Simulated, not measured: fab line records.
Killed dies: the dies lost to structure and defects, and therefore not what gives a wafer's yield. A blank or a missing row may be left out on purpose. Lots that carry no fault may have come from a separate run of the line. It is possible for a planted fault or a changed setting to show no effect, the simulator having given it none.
What tool caused it? ; flow nand harc ; 72 wafers from 24 lots sampled at 6 of the route's 1159 steps

## WHAT THE GAUGES READ, wafer by wafer
NHARC_A_CONTACT_INSPECT_23. Usual: raw defect count at 429, with a standard deviation of 140.
lot;measured;on;raw defect count;flag
L075;day 17 09:19;defect inspect-01;354 402 243;
L078;day 17 16:47;defect inspect-02;340 450 482;
L077;day 17 17:59;defect inspect-02;323 352 472;
L074;day 17 18:44;defect inspect-01;353 501 726;
L079;day 17 21:14;defect inspect-02;666 953 409;
L076;day 18 00:40;defect inspect-02;269 264 640;
L080;day 18 11:21;defect inspect-02;299 305 472;
L081;day 18 16:07;defect inspect-01;335 411 648;
L082;day 19 07:14;defect inspect-01;327 335 325;
L083;day 19 16:35;defect inspect-01;612 324 555;
L085;day 19 20:16;defect inspect-01;544 369 414;
L084;day 19 21:32;defect inspect-01;495 270 306;
L086;day 20 10:58;defect inspect-02;301 267 320;
L088;day 20 16:00;defect inspect-01;315 380 461;
L089;day 20 17:11;defect inspect-02;281 287 462;
L090;day 20 17:37;defect inspect-02;406 502 456;
L087;day 20 20:46;defect inspect-02;437 316 404;
L091;day 21 13:38;defect inspect-01;341 371 480;
L092;day 21 23:46;defect inspect-01;284 388 440;
L093;day 21 23:46;defect inspect-02;436 575 430;
L096;day 22 11:09;defect inspect-02;717 565 525;
L094;day 22 16:51;defect inspect-02;544 418 449;
L095;day 22 22:53;defect inspect-02;355 516 449;
L097;day 23 16:37;defect inspect-01;407 466 390;

## WHICH TOOL RAN EACH LOT (tool, then ch and the chambers of the sampled wafers, then the start)
lot;NHARC_A_CONTACT_ETCH_129;NHARC_A_CONTACT_ETCH_134;NHARC_A_CONTACT_ETCH_138;NHARC_A_CONTACT_ETCH_92;NHARC_A_CONTACT_STRIP_26
L075;har cap etch-01 ch 0, day 16 20:56;har cap etch-02 ch 0,1, day 17 04:50;har cap etch-02 ch 0,1, day 17 05:24;rie diel-11 ch 1,2, day 17 05:55;rie diel-10 ch 2,3, day 17 09:19 or earlier
L078;har cap etch-01 ch 0,1, day 17 04:57;har cap etch-03 ch 1, day 17 10:52;har cap etch-03 ch 1, day 17 11:26;rie diel-10 ch 0,3, day 17 12:01;rie diel-08 ch 0,2,3, day 17 16:47 or earlier
L077;har cap etch-02 ch 0, day 17 07:07;har cap etch-03 ch 0,1, day 17 13:28;har cap etch-03 ch 0,1, day 17 14:02;rie diel-11 ch 0,3, day 17 14:32;rie diel-10 ch 0,2, day 17 17:59 or earlier
L074;har cap etch-03 ch 0,1, day 17 08:39;har cap etch-02 ch 0,1, day 17 14:26;har cap etch-02 ch 0,1, day 17 15:01;rie diel-10 ch 1,2, day 17 15:32;rie diel-10 ch 0,1,3, day 17 18:44 or earlier
L079;har cap etch-01 ch 0,1, day 17 10:53;har cap etch-01 ch 0,1, day 17 16:44;har cap etch-01 ch 0,1, day 17 17:17;rie diel-08 ch 0,3, day 17 17:49;rie diel-10 ch 1,2,3, day 17 21:14 or earlier
L076;har cap etch-01 ch 0,1, day 17 13:18;har cap etch-02 ch 0, day 17 20:19;har cap etch-02 ch 0, day 17 20:53;rie diel-10 ch 2,3, day 17 21:26;rie diel-10 ch 0,2, day 18 00:40 or earlier
L080;har cap etch-03 ch 0,1, day 17 20:13;har cap etch-03 ch 1, day 18 02:44;har cap etch-03 ch 1, day 18 03:19;rie diel-11 ch 1,2, day 18 03:51;rie diel-11 ch 0,1,3, day 18 11:21 or earlier
L081;har cap etch-02 ch 0,1, day 18 05:35;har cap etch-03 ch 0,1, day 18 11:07;har cap etch-03 ch 0,1, day 18 11:41;rie diel-08 ch 0,2,3, day 18 12:14;rie diel-08 ch 1,2, day 18 16:07 or earlier
L082;har cap etch-02 ch 0,1, day 18 18:44;har cap etch-01 ch 0,1, day 19 00:10;har cap etch-01 ch 0,1, day 19 00:44;rie diel-08 ch 1,3, day 19 01:34;rie diel-10 ch 0,3, day 19 07:14 or earlier
L083;har cap etch-01 ch 0,1, day 19 05:40;har cap etch-01 ch 0,1, day 19 11:28;har cap etch-01 ch 0,1, day 19 12:02;rie diel-08 ch 0,2,3, day 19 12:34;rie diel-08 ch 1,2,3, day 19 16:35 or earlier
L085;har cap etch-03 ch 0, day 19 10:53;har cap etch-01 ch 0,1, day 19 16:28;har cap etch-01 ch 0,1, day 19 17:02;rie diel-08 ch 0,1,2, day 19 17:34;rie diel-08 ch 1,3, day 19 20:16 or earlier
L084;har cap etch-02 ch 0,1, day 19 11:09;har cap etch-02 ch 0,1, day 19 17:45;har cap etch-02 ch 0,1, day 19 18:19;rie diel-08 ch 0,2,3, day 19 18:50;rie diel-11 ch 1,2,3, day 19 21:32 or earlier
L086;har cap etch-02 ch 0,1, day 19 23:40;har cap etch-02 ch 0,1, day 20 07:05;har cap etch-02 ch 0,1, day 20 07:38;rie diel-08 ch 1,2, day 20 08:08;rie diel-08 ch 1,3, day 20 10:58 or earlier
L088;har cap etch-01 ch 0,1, day 20 03:44;har cap etch-02 ch 0,1, day 20 10:41;har cap etch-02 ch 0,1, day 20 11:14;rie diel-08 ch 0,1,2, day 20 11:52;rie diel-08 ch 0,1,3, day 20 16:00 or earlier
L089;har cap etch-03 ch 0,1, day 20 05:00;har cap etch-02 ch 0,1, day 20 11:46;har cap etch-02 ch 0,1, day 20 12:19;rie diel-11 ch 0,1,2, day 20 12:54;rie diel-10 ch 0,1,2, day 20 17:11 or earlier
L090;har cap etch-01 ch 0,1, day 20 05:23;har cap etch-03 ch 0,1, day 20 12:10;har cap etch-03 ch 0,1, day 20 12:44;rie diel-10 ch 1,2, day 20 13:15;rie diel-08 ch 1,2,3, day 20 17:37 or earlier
L087;har cap etch-01 ch 0,1, day 20 11:23;har cap etch-01 ch 0,1, day 20 17:06;har cap etch-01 ch 0,1, day 20 17:38;rie diel-08 ch 0,3, day 20 18:08;rie diel-08 ch 0,1,3, day 20 20:46 or earlier
L091;har cap etch-02 ch 0,1, day 20 18:08;har cap etch-02 ch 0,1, day 21 02:54;har cap etch-02 ch 0,1, day 21 03:40;rie diel-10 ch 0,1,3, day 21 04:14;rie diel-11 ch 0,1,3, day 21 13:38 or earlier
L092;har cap etch-03 ch 0,1, day 21 09:41;har cap etch-02 ch 0,1, day 21 15:14;har cap etch-02 ch 0,1, day 21 15:46;rie diel-08 ch 0,2,3, day 21 16:16;rie diel-11 ch 0,2, day 21 23:46 or earlier
L093;har cap etch-01 ch 0,1, day 21 10:02;har cap etch-03 ch 0,1, day 21 15:51;har cap etch-03 ch 0,1, day 21 16:24;rie diel-08 ch 0,1,3, day 21 16:56;rie diel-08 ch 2,3, day 21 23:46 or earlier
L096;har cap etch-03 ch 0,1, day 22 00:08;har cap etch-03 ch 0,1, day 22 06:16;har cap etch-03 ch 0,1, day 22 06:49;rie diel-08 ch 1,2,3, day 22 07:19;rie diel-08 ch 0,1,3, day 22 11:09 or earlier
L094;har cap etch-02 ch 0,1, day 22 03:17;har cap etch-02 ch 0,1, day 22 09:59;har cap etch-02 ch 0,1, day 22 10:33;rie diel-08 ch 0,1,3, day 22 11:05;rie diel-08 ch 0,1,3, day 22 16:51 or earlier
L095;har cap etch-01 ch 0,1, day 22 09:25;har cap etch-03 ch 0,1, day 22 15:45;har cap etch-03 ch 0,1, day 22 16:28;rie diel-10 ch 0,1,2, day 22 17:05;rie diel-08 ch 1,2, day 22 22:53 or earlier
L097;har cap etch-01 ch 0,1, day 23 05:55;har cap etch-02 ch 0,1, day 23 12:37;har cap etch-02 ch 0,1, day 23 13:09;rie diel-08 ch 0,3, day 23 13:40;rie diel-08 ch 0,3, day 23 16:37 or earlier
- NHARC_A_CONTACT_ETCH_129: etches the open film in C4F8/O2/Ar, time 155 s, target depth 956 nm.
- NHARC_A_CONTACT_ETCH_134: etches the open film in C4F8/O2/Ar, time 140 s, target depth 700 nm.
- NHARC_A_CONTACT_ETCH_138: etches the open film in C4F8/O2/Ar, time 132 s, target depth 1289 nm.
- NHARC_A_CONTACT_ETCH_92: etches the open film in CH3F/O2, target depth 40 nm, time 85.7 s.
- NHARC_A_CONTACT_STRIP_26: strips in O2.

## WHAT THE TOOLS THEMSELVES READ (means of the sampled wafers that have a number; where no wafer has one, the mark that the record gives instead)
NHARC_A_CONTACT_ETCH_129. Usual: chamber pressure mTorr at 20.002 mTorr, with a standard deviation of 0.018.
lot;tool;chamber pressure mTorr (mTorr);flag
L075;har cap etch-01;20.003;
L078;har cap etch-01;20.031;
L077;har cap etch-02;20.007;
L074;har cap etch-03;20.006;
L079;har cap etch-01;19.997;
L076;har cap etch-01;19.992;
L080;har cap etch-03;19.994;
L081;har cap etch-02;19.981;
L082;har cap etch-02;19.996;
L083;har cap etch-01;20.013;
L085;har cap etch-03;20.014;
L084;har cap etch-02;20.020;
L086;har cap etch-02;19.997;
L088;har cap etch-01;20.014;
L089;har cap etch-03;19.999;
L090;har cap etch-01;20.020;
L087;har cap etch-01;19.988;
L091;har cap etch-02;20.001;
L092;har cap etch-03;19.987;
L093;har cap etch-01;19.987;
L096;har cap etch-03;19.976;
L094;har cap etch-02;19.996;
L095;har cap etch-01;20.017;
L097;har cap etch-01;20.001;

NHARC_A_CONTACT_ETCH_134. Usual: chamber pressure mTorr at 19.999 mTorr, with a standard deviation of 0.019.
lot;tool;chamber pressure mTorr (mTorr);flag
L075;har cap etch-02;20.009;
L078;har cap etch-03;20.012;
L077;har cap etch-03;19.980;
L074;har cap etch-02;19.973;
L079;har cap etch-01;19.989;
L076;har cap etch-02;19.995;
L080;har cap etch-03;20.020;
L081;har cap etch-03;20.014;
L082;har cap etch-01;20.008;
L083;har cap etch-01;19.999;
L085;har cap etch-01;20.001;
L084;har cap etch-02;19.991;
L086;har cap etch-02;20.000;
L088;har cap etch-02;19.996;
L089;har cap etch-02;19.984;
L090;har cap etch-03;19.997;
L087;har cap etch-01;19.994;
L091;har cap etch-02;19.998;
L092;har cap etch-02;20.020;
L093;har cap etch-03;19.996;
L096;har cap etch-03;19.992;
L094;har cap etch-02;20.017;
L095;har cap etch-03;19.991;
L097;har cap etch-02;20.005;

NHARC_A_CONTACT_ETCH_138. Usual: chamber pressure mTorr at 19.999 mTorr, with a standard deviation of 0.019.
lot;tool;chamber pressure mTorr (mTorr);flag
L075;har cap etch-02;19.990;
L078;har cap etch-03;19.995;
L077;har cap etch-03;19.991;
L074;har cap etch-02;20.019;
L079;har cap etch-01;20.005;
L076;har cap etch-02;19.996;
L080;har cap etch-03;20.009;
L081;har cap etch-03;19.997;
L082;har cap etch-01;20.000;
L083;har cap etch-01;20.012;
L085;har cap etch-01;19.999;
L084;har cap etch-02;20.006;
L086;har cap etch-02;19.992;
L088;har cap etch-02;20.012;
L089;har cap etch-02;20.010;
L090;har cap etch-03;20.002;
L087;har cap etch-01;19.986;
L091;har cap etch-02;19.991;
L092;har cap etch-02;19.999;
L093;har cap etch-03;19.990;
L096;har cap etch-03;19.984;
L094;har cap etch-02;19.990;
L095;har cap etch-03;20.015;
L097;har cap etch-02;19.999;

NHARC_A_CONTACT_ETCH_92. Usual: chamber pressure mTorr 24.999 mTorr, standard deviation 0.022; drypump motor current A 5.8 A, standard deviation 0.39; oes product au 0.94 a.u., standard deviation 0.033; rf vpp V 243.9 V, standard deviation 1.5; showerhead plenum p Torr 2.43 Torr, standard deviation 0.093; throttle valve pct 20.663 %, standard deviation 0.0089.
lot;tool;chamber pressure mTorr (mTorr);drypump motor current A (A);oes product au (a.u.);rf vpp V (V);showerhead plenum p Torr (Torr);throttle valve pct (%);flag
L075;rie diel-11;25.015;6.1;0.92;243.1;2.43;20.669;
L078;rie diel-10;25.004;5.7;0.92;245.0;2.47;20.664;
L077;rie diel-11;25.006;6.3;1.00;243.2;2.36;20.662;
L074;rie diel-10;24.981;5.2;0.92;243.8;2.44;20.667;
L079;rie diel-08;24.995;5.6;0.94;243.2;2.44;20.665;
L076;rie diel-10;25.003;5.3;0.92;244.9;2.50;20.670;
L080;rie diel-11;24.983;6.1;0.93;243.5;2.43;20.665;
L081;rie diel-08;24.995;5.7;1.00;243.0;2.39;20.662;
L082;rie diel-08;25.011;5.8;0.94;245.4;2.49;20.663;
L083;rie diel-08;24.990;5.7;0.93;242.7;2.38;20.660;
L085;rie diel-08;24.995;6.0;0.93;243.2;2.43;20.657;
L084;rie diel-08;24.969;5.7;1.00;242.7;2.38;20.669;
L086;rie diel-08;25.003;6.3;0.94;245.0;2.48;20.663;
L088;rie diel-08;24.999;6.0;1.00;244.7;2.43;20.659;
L089;rie diel-11;24.997;6.1;1.00;244.7;2.50;20.660;
L090;rie diel-10;25.007;5.2;0.92;244.3;2.43;20.658;
L087;rie diel-08;25.003;5.7;0.94;244.4;2.43;20.662;
L091;rie diel-10;24.989;5.6;0.93;243.5;2.40;20.670;
L092;rie diel-08;24.992;5.7;0.93;243.5;2.38;20.662;
L093;rie diel-08;24.989;5.9;0.93;245.2;2.48;20.663;
L096;rie diel-08;25.010;6.0;0.93;243.3;2.43;20.659;
L094;rie diel-08;25.001;6.0;0.92;244.5;2.48;20.668;
L095;rie diel-10;24.974;5.4;0.92;244.6;2.40;20.665;
L097;rie diel-08;24.983;5.6;0.92;243.1;2.43;20.667;

NHARC_A_CONTACT_STRIP_26. Usual: chamber pressure mTorr 60.01 mTorr, standard deviation 0.049; drypump motor current A 5.8 A, standard deviation 0.39; oes product au 0.999 a.u., standard deviation 0.01; rf vpp V 57.5 V, standard deviation 0.91; showerhead plenum p Torr 3.49 Torr, standard deviation 0.14; throttle valve pct 17.037 %, standard deviation 0.0083.
lot;tool;chamber pressure mTorr (mTorr);drypump motor current A (A);oes product au (a.u.);rf vpp V (V);showerhead plenum p Torr (Torr);throttle valve pct (%);flag
L075;rie diel-10;60.02;5.3;0.990;58.2;3.58;17.038;
L078;rie diel-08;60.00;5.8;1.008;57.2;3.43;17.029;
L077;rie diel-10;60.00;5.4;0.994;58.0;3.56;17.034;
L074;rie diel-10;59.97;5.6;0.992;57.1;3.47;17.041;
L079;rie diel-10;60.04;5.4;0.990;57.6;3.50;17.027;
L076;rie diel-10;59.99;5.4;0.986;57.5;3.55;17.043;
L080;rie diel-11;60.04;6.3;1.002;57.9;3.62;17.031;
L081;rie diel-08;59.99;6.0;1.000;57.8;3.43;17.034;
L082;rie diel-10;59.98;5.7;0.995;58.7;3.51;17.043;
L083;rie diel-08;60.01;6.0;1.009;56.9;3.50;17.038;
L085;rie diel-08;60.03;5.9;1.010;57.8;3.57;17.037;
L084;rie diel-11;60.00;6.3;0.986;57.8;3.51;17.035;
L086;rie diel-08;60.05;6.2;1.013;57.6;3.63;17.042;
L088;rie diel-08;60.02;6.0;1.005;57.6;3.56;17.035;
L089;rie diel-10;60.06;5.4;1.001;57.7;3.46;17.035;
L090;rie diel-08;60.01;5.9;1.013;57.1;3.49;17.034;
L087;rie diel-08;60.02;6.0;1.010;57.4;3.56;17.037;
L091;rie diel-11;60.04;6.3;0.990;58.7;3.60;17.036;
L092;rie diel-11;60.02;6.1;1.009;57.9;3.70;17.035;
L093;rie diel-08;59.95;5.6;0.991;57.0;3.43;17.035;
L096;rie diel-08;59.99;5.9;1.008;58.7;3.56;17.047;
L094;rie diel-08;60.01;5.9;0.998;57.8;3.56;17.035;
L095;rie diel-08;60.01;6.0;0.997;56.4;3.42;17.048;
L097;rie diel-08;60.05;5.7;0.996;58.1;3.49;17.032;

## THE ANSWER, worked out from the rows above alone
Rule: a lot counts as off when the mean over its wafers that have a number is more than 3 standard deviations away from the usual mean. A lot without any number at a reading at which 4 lots or more have one is off too. Any other lot the step has rows for is counted as sound. Order of review: gauges by route order, followed by the tools' own readings, for which a lot's mean as printed above is used. The first step at which some lot is off is used, and at that step the reading that is off furthest; a lot without a number counts as furthest.
No lot is off at any reading shown: from this, nothing can be told.

## WHAT THE SIMULATOR HAD INSERTED
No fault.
